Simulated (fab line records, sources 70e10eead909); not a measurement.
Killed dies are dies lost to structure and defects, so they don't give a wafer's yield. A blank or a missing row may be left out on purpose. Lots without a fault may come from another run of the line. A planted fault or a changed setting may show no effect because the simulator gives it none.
Chamber matching | flow nand_harc | NHARC_A_M0_PRE_CLEAN_31 on pecvd-04: 3 sister chambers
The step time 12 s. 3 wafers are shown with their chamber, then 12 later ones without.

WAFERS WITH THEIR CHAMBER
wafer  | chamber | heater_power_w (W)
L086.2 | 0       | 646
L089.5 | 2       | 508
L089.6 | 1       | 554

WAFERS WITHOUT THEIR CHAMBER
wafer  | heater_power_w (W)
L085.1 | 546
L085.2 | 703
L085.3 | 597
L090.1 | 626
L090.4 | 633
L090.5 | 653
L092.3 | 684
L092.5 | 703
L092.6 | 567
L094.1 | 540
L094.3 | 642
L094.6 | 613

WHICH CHAMBER EACH WENT THROUGH
wafer  | from the rows above          | in truth
L085.1 | can't be placed: 1 or 2      | 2
L085.2 | 0                            | 0
L085.3 | can't be placed: 1 or 0 or 2 | 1
L090.1 | can't be placed: 0 or 1      | 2
L090.4 | 0                            | 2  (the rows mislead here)
L090.5 | 0                            | 0
L092.3 | 0                            | 0
L092.5 | 0                            | 0
L092.6 | can't be placed: 1 or 2      | 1
L094.1 | can't be placed: 1 or 2      | 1
L094.3 | 0                            | 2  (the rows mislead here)
L094.6 | can't be placed: 0 or 1      | 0
Placed correctly: 4 of 12. Can't be placed from these rows: 6 (the true chamber is among the candidates in 5). Placed wrongly: 2.
How it was worked out, from the rows above alone: a wafer's distance from a chamber is the root of the sum, over the readings, of the square of ((its reading less the chamber's mean) divided by the reading's scatter). The wafer belongs to the nearest chamber; if the next one is less than 2 further off, it can't be placed. A chamber's mean is the mean of its shown wafers. The scatter: with one shown wafer a chamber, the root of the mean of the squares of how far each hidden wafer lies from its nearest shown one.
